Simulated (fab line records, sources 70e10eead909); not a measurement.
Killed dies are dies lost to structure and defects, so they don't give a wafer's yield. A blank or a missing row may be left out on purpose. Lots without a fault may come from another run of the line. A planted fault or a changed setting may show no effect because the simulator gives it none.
fab line records | flow nand_harc
record lots=7 wafers=21 last_day=30
route steps=1302 shown P_GATE@170 END@1302
lots that met no fault: from a run of the same line without faults
start_h: hours from the record's first day to the start of the lot's first wafer shown | wait_h: hours since the lot's step before | " the same as in the row above | L1.1+2: a row that stands for several wafers | - no value, or no start given | * or withheld: withheld | < > ~ a bound
route shown NAME@n: a module of which the file shows steps, and the number in the route of the first | usual: mean/standard deviation of fault-free wafers | same: alike in all rows | chamber/n: place in a boat | sites: the reading at each site | _std_site: their standard deviation | _edge_site: outer sites' mean less inner sites' | radius_mm: how far each site lies from the wafer's centre | mask NAME#n: copy n | behind: the tool/chamber that last shaped the wafer | hold: why the lot was held/for how many hours/how that ended | device: the transistor (n, p or np) that didn't switch | end of line: the same wafers' tests at the end of the route | a step without rows: its recipe alone | killed: dies lost to structure and defects at the first sort, not the wafer's yield | map: a wafer's dies, x killed, . not, _ none there
set.NAME: the setting as run; set.NAME@STEP: as run at that earlier step | model.NAME: the simulator's own value behind a step, which no gauge read
lots at some steps of the route; a table a step, a row a wafer
services: from which hour (start_h, from the record's first day; less than 0 if before it) a tool's chamber was out of use, for how many hours, and why
## steps
# step NHARC_P_GATE_CD_MEAS_46
# recipe target_cd_nm=720 landing_energy_ev=500
# usual cd_nm=719.8/1.7
# columns lot.wafer tool chamber start_h wait_h cd_nm
L717.1 cd_sem-01 0 90.19 - 719.9
L717.4 " 0 " " 723.1
L717.5 " 0 " " 720.7
L719.1 cd_sem-03 0 103.58 - 716.7
L719.3 " 0 " " 719.2
L719.6 " 0 " " 720.5
L724.2 cd_sem-01 0 161.44 - 722.4
L724.3 " 0 " " 721.4
L724.5 " 0 " " 720.2
L727.3 cd_sem-02 0 188.80 - 720.3
L727.5 " 0 " " 717.2
L727.6 " 0 " " 720.8
L728.2 cd_sem-03 0 192.84 - 716.3
L728.4 " 0 " " 719.4
L728.5 " 0 " " 718.2
L734.2 cd_sem-02 0 263.13 - 722.9
L734.3 " 0 " " 720.9
L734.4 " 0 " " 719.5
L735.1 cd_sem-01 0 268.17 - 721.2
L735.2 " 0 " " 717.6
L735.4 " 0 " " 718.8
# step NHARC_P_GATE_HARDBAKE_47
# recipe temp_c=125 time_s=80
# step NHARC_P_GATE_DESCUM_48
# recipe time_s=3 o2_flow_sccm=200 ar_flow_sccm=0 bias_power_w=0 chemistry=O2
# usual drypump_motor_current_A=5.9/0.52 oes_product_au=1.001/0.0089 rf_vpp_V=57.9/0.88 showerhead_plenum_p_Torr=1.93/0.065 throttle_valve_pct=11.310/0.009
# columns lot.wafer tool chamber start_h wait_h drypump_motor_current_A oes_product_au rf_hours_counter_h rf_vpp_V showerhead_plenum_p_Torr throttle_valve_pct
L717.1 rie_diel-10 0 90.37 - 6.6 1.012 3.0 56.7 1.89 11.309
L717.5 " 3 " " 6.2 1.002 - 59.2 1.93 11.303
L717.4 " 1 " " 6.4 1.005 - 57.7 1.99 11.299
L719.3 rie_diel-10 1 103.74 - 6.4 1.012 3.8 57.9 1.99 11.307
L719.1 " 3 " " 6.2 1.000 3.0 58.0 1.93 11.290
L719.6 " 1 " " 6.4 1.004 - 58.7 1.99 11.315
L724.2 rie_diel-05 1 161.60 - 5.8 1.003 5.5 58.5 1.98 11.322
L724.3 " 3 " " 5.7 0.990 5.7 58.1 1.96 11.309
L724.5 " 2 " " 5.8 1.018 - 58.5 1.99 11.324
L727.3 rie_diel-10 1 188.99 - 6.4 0.997 8.3 58.6 1.99 11.300
L727.5 " 2 " " 5.3 1.001 - 58.1 1.83 11.313
L727.6 " 3 " " 6.2 1.003 - 57.8 1.93 11.320
L728.2 rie_diel-03 1 193.00 - 5.2 1.010 4.8 60.0 2.04 11.284
L728.4 " 2 " " 5.2 1.003 5.4 59.4 1.94 11.299
L728.5 " 1 " " 5.2 1.023 - 59.0 2.04 11.308
L734.3 rie_diel-10 3 263.29 - 6.2 0.998 2.6 60.3 1.93 11.314
L734.2 " 1 " " 6.4 1.000 2.7 58.2 1.99 11.296
L734.4 " 2 " " 5.3 0.999 - 57.7 1.82 11.304
L735.2 rie_diel-03 2 268.35 - 5.2 0.982 0.0 58.1 1.94 11.314
L735.4 " 3 " " 5.5 0.991 0.0 58.8 1.89 11.312
L735.1 " 0 " " 5.3 0.985 0.1 58.4 1.99 11.306
# step NHARC_P_GATE_IMPLANT_49
# recipe energy_kev=30 dose_cm2=3e+15 tilt_deg=7
# step NHARC_P_GATE_STRIP_111
# recipe power_w=1500 temp_c=110 time_s=250 chemistry=N2/H2
# usual drypump_motor_current_A=5.8/0.42 heater_power_w=89/7.5
# columns lot.wafer tool chamber start_h wait_h drypump_motor_current_A heater_power_w rf_hours_counter_h
L717.1 plasma_asher-01 0 90.78 0.2 5.6 97 14
L717.4 " 0 " " 5.6 97 -
L717.5 " 0 " " 5.6 97 -
L719.1 plasma_asher-01 0 104.11 0.2 5.6 96 18
L719.3 " 1 " " 5.2 87 -
L719.6 " 1 " " 5.2 87 -
L724.2 plasma_asher-01 1 161.97 0.2 5.2 87 1
L724.3 " 0 " " 5.6 89 -
L724.5 " 0 " " 5.6 92 -
L727.3 plasma_asher-02 1 189.42 0.2 6.1 97 -
L727.5 " 1 " " 6.2 98 -
L727.6 " 0 " " 6.2 76 -
L728.2 plasma_asher-01 1 193.41 0.2 5.2 85 7
L728.4 " 0 " " 5.6 91 -
L728.5 " 1 " " 5.2 86 -
L734.2 plasma_asher-02 0 263.74 0.2 6.2 79 6
L734.4 " 1 " " 6.2 94 -
L734.3 " 0 " " 6.2 78 -
L735.1 plasma_asher-02 0 268.70 0.2 6.2 78 7
L735.2 " 1 " " 6.2 92 7
L735.4 " 0 " " 6.2 78 -
# step NHARC_P_GATE_STRIP_75
# recipe power_w=1500 temp_c=250 chemistry=O2
# usual drypump_motor_current_A=5.8/0.42 heater_power_w=333/28
# columns lot.wafer tool chamber start_h wait_h drypump_motor_current_A heater_power_w rf_hours_counter_h
L717.1 plasma_asher-01 0 91.09 0.3 5.6 365 15
L717.4 " 0 " " 5.6 371 -
L717.5 " 0 " " 5.6 365 -
L719.1 plasma_asher-01 0 104.40 0.2 5.6 356 18
L719.3 " 1 " " 5.2 326 -
L719.6 " 1 " " 5.2 327 -
L724.2 plasma_asher-01 1 162.27 0.3 5.2 330 1
L724.3 " 0 " " 5.6 347 -
L724.5 " 0 " " 5.6 339 -
L727.3 plasma_asher-02 1 189.64 0.2 6.1 378 -
L727.5 " 1 " " 6.2 367 -
L727.6 " 0 " " 6.2 295 -
L728.2 plasma_asher-01 1 193.68 0.2 5.2 325 8
L728.4 " 0 " " 5.6 339 -
L728.5 " 1 " " 5.2 331 -
L734.2 plasma_asher-02 0 264.00 0.2 6.2 288 6
L734.4 " 1 " " 6.2 350 -
L734.3 " 0 " " 6.2 296 -
L735.1 plasma_asher-02 0 269.00 0.2 6.2 297 8
L735.2 " 1 " " 6.1 350 8
L735.4 " 0 " " 6.2 285 -
# step NHARC_P_GATE_STRIP_50
# recipe time_s=900 temp_c=130 chemistry=SPM
# step NHARC_P_GATE_DEHYDRATE_51
# recipe temp_c=150 time_s=120
# step NHARC_P_GATE_HMDS_52
# recipe time_s=30
# step NHARC_P_GATE_COAT_53
# recipe spin_rpm=3000
# step NHARC_P_GATE_SOFTBAKE_54
# recipe temp_c=122 time_s=95
# step NHARC_P_GATE_EBR_55
# step NHARC_P_GATE_EXPOSE_56
# recipe na=0.6 target_cd_nm=720 dose_mj=14.81 mask_id=P_PSD
# usual exposure_dose_mJ_cm2=14.810/0.013
# columns lot.wafer tool chamber start_h wait_h mask exposure_dose_mJ_cm2
L717.1 krf_scanner-02 0 91.74 - P_PSD#0 14.796
L717.4 " 0 " " P_PSD#0 14.823
L717.5 " 0 " " P_PSD#0 14.821
L719.1 krf_scanner-04 0 105.17 - P_PSD#0 14.802
L719.3 " 0 " " P_PSD#0 14.813
L719.6 " 0 " " P_PSD#0 14.813
L724.2 krf_scanner-02 0 162.92 - P_PSD#0 10.814
L724.3 " 0 " " P_PSD#0 10.821
L724.5 " 0 " " P_PSD#0 10.839
L727.3 krf_scanner-02 0 190.40 - P_PSD#0 10.801
L727.5 " 0 " " P_PSD#0 10.811
L727.6 " 0 " " P_PSD#0 10.807
L728.2 krf_scanner-02 0 194.32 - P_PSD#0 10.808
L728.4 " 0 " " P_PSD#0 10.801
L728.5 " 0 " " P_PSD#0 10.788
L734.2 krf_scanner-04 0 264.63 - P_PSD#0 14.814
L734.3 " 0 " " P_PSD#0 14.814
L734.4 " 0 " " P_PSD#0 14.796
L735.1 krf_scanner-04 0 269.64 - P_PSD#0 14.820
L735.2 " 0 " " P_PSD#0 14.800
L735.4 " 0 " " P_PSD#0 14.822
# step NHARC_P_GATE_PEB_57
# recipe peb_temp_c=118 peb_time_s=85
# step NHARC_P_GATE_DEVELOP_58
# recipe time_s=70
# step NHARC_P_GATE_CD_MEAS_59
# recipe target_cd_nm=720 landing_energy_ev=500
# usual cd_nm=720.3/1.8
# columns lot.wafer tool chamber start_h wait_h cd_nm
L717.1 cd_sem-03 0 91.90 - 720.7
L717.4 " 0 " " 719.1
L717.5 " 0 " " 718.9
L719.1 cd_sem-02 0 105.33 - 721.3
L719.3 " 0 " " 721.6
L719.6 " 0 " " 721.6
L724.2 cd_sem-01 0 163.07 - 665.8
L724.3 " 0 " " 665.5
L724.5 " 0 " " 667.0
L727.3 cd_sem-01 0 190.55 - 667.5
L727.5 " 0 " " 667.5
L727.6 " 0 " " 666.8
L728.2 cd_sem-03 0 194.48 - 664.7
L728.4 " 0 " " 666.0
L728.5 " 0 " " 664.0
L734.2 cd_sem-01 0 264.79 - 720.7
L734.3 " 0 " " 721.1
L734.4 " 0 " " 719.9
L735.1 cd_sem-03 0 269.80 - 721.9
L735.2 " 0 " " 720.4
L735.4 " 0 " " 721.4
# step NHARC_P_GATE_HARDBAKE_60
# recipe temp_c=125 time_s=80
# step NHARC_END_SORT_01
# recipe temp_c=25
# usual killed_at_array=62/18 killed_at_other=0.9/1.2 killed_at_periphery=4.2/2.9 killed_dies=67/17 killed_open=3.6/1.9 killed_short=2.5/1.6
# same gross_dies=677
# columns lot.wafer tool chamber start_h wait_h killed_at_array killed_at_other killed_at_periphery killed_dies killed_open killed_short
L724.5 prober-02 0 628.03 3.7 81 0 2 83 2 3
L728.4 prober-01 0 649.96 3.4 62 1 3 66 4 2
L727.3 prober-02 0 649.16 3.1 61 0 4 65 4 1
L727.5 prober-02 0 650.75 3.7 78 0 3 81 4 1
# killed by level:class
L724.5 A_CHANNEL_HOLE_D1:chamber_film_flake=32 A_SLIT:chamber_film_flake=28 A_CHANNEL_HOLE_D2:chamber_film_flake=9 A_WL_FILL:geometric_particle:short=3 A_WL_FILL:chamber_film_flake=3 A_WL_FILL:geometric_particle:open=1 A_M0:geometric_particle:open=1 P_ZERO_WELL:chamber_film_flake=1
L727.3 A_CHANNEL_HOLE_D1:chamber_film_flake=24 A_SLIT:chamber_film_flake=24 A_SGD_CUT:chamber_film_flake=4 A_CONTACT:chamber_film_flake=4 P_GATE:geometric_particle:open=1 P_CONTACT:geometric_particle:open=1 A_DECK1_JOINT:geometric_particle:open=1 A_M0:geometric_particle:short=1
L728.4 A_SLIT:chamber_film_flake=24 A_CHANNEL_HOLE_D2:chamber_film_flake=11 A_CHANNEL_HOLE_D1:chamber_film_flake=9 A_CONTACT:chamber_film_flake=6 A_SGD_CUT:chamber_film_flake=5 P_CONTACT:geometric_particle:open=1 A_SOURCE_PLATE:geometric_particle:open=1 A_ONON_D1:geometric_particle:open=1
L727.5 A_SLIT:chamber_film_flake=34 A_CHANNEL_HOLE_D1:chamber_film_flake=26 A_SGD_CUT:chamber_film_flake=5 A_STAIRCASE:chamber_film_flake=4 A_CONTACT:chamber_film_flake=4 A_CHANNEL_FILL_D1:geometric_particle:open=1 A_CHANNEL_FILL_D2:geometric_particle:open=1 A_WL_FILL:geometric_particle:short=1
## services
# columns tool chamber start_h hours kind
krf_scanner-02 - 70.00 4.0 pm
rie_diel-03 - 80.30 9.0 pm
rie_diel-10 2 89.21 2.1 repair
rie_diel-03 - 89.96 1.1 repair
plasma_asher-02 - 90.62 0.7 repair
krf_scanner-02 - 97.55 1.3 repair
rie_diel-03 1 125.18 2.7 repair
krf_scanner-02 - 138.66 0.5 repair
krf_scanner-02 - 143.08 0.2 repair
plasma_asher-02 - 145.56 1.2 repair
plasma_asher-01 - 148.40 9.0 pm
plasma_asher-01 0 148.40 9.0 vent_cycle
plasma_asher-01 1 148.40 9.0 vent_cycle
krf_scanner-04 - 158.00 4.0 pm
rie_diel-03 0 181.70 4.5 repair
rie_diel-05 - 205.60 9.0 pm
rie_diel-10 - 218.50 9.0 pm
plasma_asher-02 - 225.16 9.0 pm
rie_diel-05 0 233.95 4.3 repair
rie_diel-03 - 235.25 2.3 repair
krf_scanner-02 - 242.00 4.0 pm
rie_diel-10 - 244.40 0.1 repair
rie_diel-03 - 257.30 9.0 pm
rie_diel-10 0 263.17 4.4 repair
## key
first_sign step=NHARC_P_GATE_EXPOSE_56 reading=exposure_dose_mJ_cm2 direction=down sigmas=99+ usual=14.810 struck=10.810
effect step=NHARC_P_GATE_CD_MEAS_59 reading=cd_nm direction=down sigmas=31 usual=720.3 struck=666.1
met_at NHARC_P_GATE_EXPOSE_56
struck_wafers L724.2,L724.3,L724.5,L727.3,L727.5,L727.6,L728.2,L728.4,L728.5
tester_left_out L724,L727,L728
onset_between 91.74 162.92
fault kind=process_parameter_drift tool=krf_scanner-02 chamber=- onset_h=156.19 steps=NHARC_P_GATE_EXPOSE_56 channel=dose_mj offset=-3.9988 shape=step acts_in=these_recipes_only stated=14.81
# tester_left_out: of these lots the tester's yield and bins aren't shown, on N5 and GAA mostly nor the transistor test; their killed dies are dies lost to structure and defects alone, not to doping, threshold or leakage, so they don't give the yield
